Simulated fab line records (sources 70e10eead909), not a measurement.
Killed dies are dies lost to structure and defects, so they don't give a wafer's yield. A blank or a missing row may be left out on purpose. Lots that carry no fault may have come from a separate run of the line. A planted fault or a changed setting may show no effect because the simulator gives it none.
Which tool is to blame?    flow nand harc    13 lots with 39 wafers sampled at 5 steps, on a route of 1302 steps

== WHAT THE GAUGES READ, wafer by wafer ==
NHARC_P_M1_CD_MEAS_16. Usual: cd nm 130.5 nm, standard deviation 0.87.
lot   measured      on         cd nm (nm)         flag
L692  day 6 10:14   cd sem-01  131.2 129.6 130.2  
L694  day 7 03:08   cd sem-01  129.2 130.8 129.5  
L695  day 7 12:20   cd sem-03  130.2 130.1 130.5  
L696  day 7 19:41   cd sem-01  130.8 132.1 131.0  
L697  day 8 06:20   cd sem-03  131.1 130.3 130.6  
L693  day 8 17:23   cd sem-02  130.9 130.2 129.1  
L698  day 8 20:25   cd sem-01  129.6 130.9 129.8  
L702  day 10 09:29  cd sem-01  132.0 131.9 132.0  
L703  day 11 04:32  cd sem-03  131.0 130.1 131.7  
L711  day 14 00:38  cd sem-02  130.5 130.3 130.4  
L713  day 15 01:00  cd sem-03  129.8 128.7 130.1  
L714  day 15 07:38  cd sem-02  131.5 131.5 130.8  
L715  day 15 17:21  cd sem-03  131.4 129.3 130.8  

NHARC_END_SORT_01. Usual: for defect limited yield, 91 % with a standard deviation of 3.2; for killed at array, 55 with a standard deviation of 22; for killed at other, 1.1 with a standard deviation of 1.4; for killed at periphery, 4 with a standard deviation of 3.2; for killed dies, 59 with a standard deviation of 22; for killed open, 3.3 with a standard deviation of 1.8; for killed short, 2.5 with a standard deviation of 1.5.
lot   measured      on         defect limited yield (%)  killed at array  killed at other  killed at periphery  killed dies  killed open  killed short  flag
L692  day 24 08:31  prober-02  87 88 86                  90 78 90         0 0 0            1 3 2                91 81 92     2 2 1        2 2 2         
L697  day 26 09:32  prober-01  90 92 93                  66 48 47         1 3 0            4 1 0                71 52 47     11 4 1       3 3 6         
L693  day 27 14:08  prober-01  88 90 89                  77 65 69         3 0 2            0 1 3                80 66 74     1 4 4        0 0 3         
L698  day 27 21:58  prober-01  86 90 89                  90 64 76         0 1 0            4 0 0                94 65 76     5 2 2        8 7 2         
L702  day 28 05:04  prober-02  92 93 93                  41 40 41         0 0 0            10 8 4               51 48 45     3 4 4        2 6 1         

== WHICH TOOL RAN EACH LOT (tool, then ch and the chambers of the sampled wafers, then the start) ==
lot   NHARC_P_M0_PRE_CLEAN_31          NHARC_P_M1_ETCH_28                  NHARC_P_M1_PVD_21
L692  pecvd-03 ch 0,1, day 6 08:33     rie diel-01 ch 0,3, day 6 10:32     pvd sputter-03, day 24 08:31 or earlier
L694  pecvd-03 ch 0,2, day 7 01:26     rie diel-05 ch 0,2, day 7 03:27     pvd sputter-02, no start
L695  pecvd-04 ch 0,1,2, day 7 10:31   rie diel-09 ch 0,3, day 7 12:39     pvd sputter-02, no start
L696  pecvd-03 ch 0,2, day 7 17:52     rie diel-01 ch 0,1,3, day 7 20:02   pvd sputter-01, no start
L697  pecvd-02 ch 0,1, day 8 04:30     rie diel-01 ch 0,1,2, day 8 06:40   pvd sputter-02, day 26 09:32 or earlier
L693  pecvd-03 ch 0,1,2, day 8 15:41   rie diel-01 ch 0,1,2, day 8 17:42   pvd sputter-03, day 27 14:08 or earlier
L698  pecvd-04 ch 0,1, day 8 18:35     rie diel-09 ch 0,1,3, day 8 20:43   pvd sputter-02, day 27 21:58 or earlier
L702  pecvd-03 ch 0,1,2, day 10 07:39  rie diel-05 ch 0,3, day 10 09:48    pvd sputter-03, day 28 05:04 or earlier
L703  pecvd-03 ch 0,1,2, day 11 02:44  rie diel-05 ch 0,2,3, day 11 04:54  pvd sputter-03, no start
L711  pecvd-03 ch 0,1,2, day 13 22:46  rie diel-05 ch 0,1,3, day 14 00:58  pvd sputter-01, no start
L713  pecvd-04 ch 0,1, day 14 23:08    rie diel-05 ch 0,1,2, day 15 01:20  pvd sputter-02, no start
L714  pecvd-03 ch 0,2, day 15 05:58    rie diel-05 ch 0,1,3, day 15 07:58  pvd sputter-02, no start
L715  pecvd-03 ch 0,2, day 15 15:41    rie diel-01 ch 2,3, day 15 17:40    pvd sputter-03, no start
- NHARC_P_M0_PRE_CLEAN_31: time 12 s.
- NHARC_P_M1_ETCH_28: etches the open film in CF4/N2, target depth 30 nm, time 72.99 s.
- NHARC_P_M1_PVD_21: deposits Cu, target thk 30 nm, time 20.49 s.

== WHAT THE TOOLS THEMSELVES READ (means of the sampled wafers that have a number; where no wafer has one, the mark that the record gives instead) ==
NHARC_P_M0_PRE_CLEAN_31. Usual: heater power w 599 W, standard deviation 68.
lot   tool      heater power w (W)  flag
L692  pecvd-03  639                 
L694  pecvd-03  584                 
L695  pecvd-04  576                 
L696  pecvd-03  551                 
L697  pecvd-02  668                 
L693  pecvd-03  542                 
L698  pecvd-04  632                 
L702  pecvd-03  598                 
L703  pecvd-03  589                 
L711  pecvd-03  587                 
L713  pecvd-04  626                 
L714  pecvd-03  528                 
L715  pecvd-03  561                 

NHARC_P_M1_ETCH_28. Usual: drypump motor current A 5.7 A, standard deviation 0.41; n2 flow sccm 100.02 sccm, standard deviation 0.27; oes product au 1.003 a.u., standard deviation 0.011; rf vpp V 315.3 V, standard deviation 1.8; showerhead plenum p Torr 2.70 Torr, standard deviation 0.088; throttle valve pct 19.794 %, standard deviation 0.0097.
lot   tool         drypump motor current A (A)  n2 flow sccm (sccm)  oes product au (a.u.)  rf vpp V (V)  showerhead plenum p Torr (Torr)  throttle valve pct (%)  flag
L692  rie diel-01  5.7                          99.86                1.011                  314.4         2.65                             19.789                  
L694  rie diel-05  5.6                          100.29               1.000                  314.0         2.62                             19.787                  
L695  rie diel-09  6.0                          99.98                1.001                  317.3         2.84                             19.797                  
L696  rie diel-01  5.5                          100.09               1.005                  315.0         2.70                             19.796                  
L697  rie diel-01  5.3                          99.94                1.012                  315.9         2.74                             19.788                  
L693  rie diel-01  5.4                          100.18               1.024                  316.0         2.73                             19.801                  
L698  rie diel-09  6.1                          100.22               0.986                  318.3         2.82                             19.794                  
L702  rie diel-05  5.5                          99.79                1.006                  314.3         2.68                             19.792                  
L703  rie diel-05  5.9                          100.14               1.008                  315.1         2.64                             19.789                  
L711  rie diel-05  5.6                          99.99                0.994                  315.6         2.72                             19.797                  
L713  rie diel-05  5.8                          100.35               0.995                  314.6         2.65                             19.791                  
L714  rie diel-05  5.6                          99.98                0.987                  314.9         2.71                             19.794                  
L715  rie diel-01  5.9                          100.17               1.000                  315.7         2.69                             19.810                  

NHARC_P_M1_PVD_21. Usual: throttle valve pct 30.0 %, standard deviation 1.1.
lot   tool            throttle valve pct (%)  flag
L692  pvd sputter-03  29.6                    
L694  pvd sputter-02  28.9                    
L695  pvd sputter-02  29.5                    
L696  pvd sputter-01  30.7                    
L697  pvd sputter-02  28.5                    
L693  pvd sputter-03  30.2                    
L698  pvd sputter-02  28.8                    
L702  pvd sputter-03  29.8                    
L703  pvd sputter-03  30.5                    
L711  pvd sputter-01  30.4                    
L713  pvd sputter-02  28.5                    
L714  pvd sputter-02  29.0                    
L715  pvd sputter-03  30.3                    

== THE ANSWER, worked out from the rows above alone ==
Rule: lot off if the mean of its wafers having a number is beyond 3 standard deviations from the usual mean. A lot without any number at a reading at which 4 lots or more have one is off too. The other lots that the step has rows for count as sound. First the gauges in route order, then the tools' own readings, where a lot's mean is used as printed above. At the first step where some lot is off, the reading lying furthest off is the one used; lots without a number count as furthest.
No lot is off on any of the readings shown, so nothing can be concluded from this.

== WHAT WAS PUT IN BY THE SIMULATOR ==
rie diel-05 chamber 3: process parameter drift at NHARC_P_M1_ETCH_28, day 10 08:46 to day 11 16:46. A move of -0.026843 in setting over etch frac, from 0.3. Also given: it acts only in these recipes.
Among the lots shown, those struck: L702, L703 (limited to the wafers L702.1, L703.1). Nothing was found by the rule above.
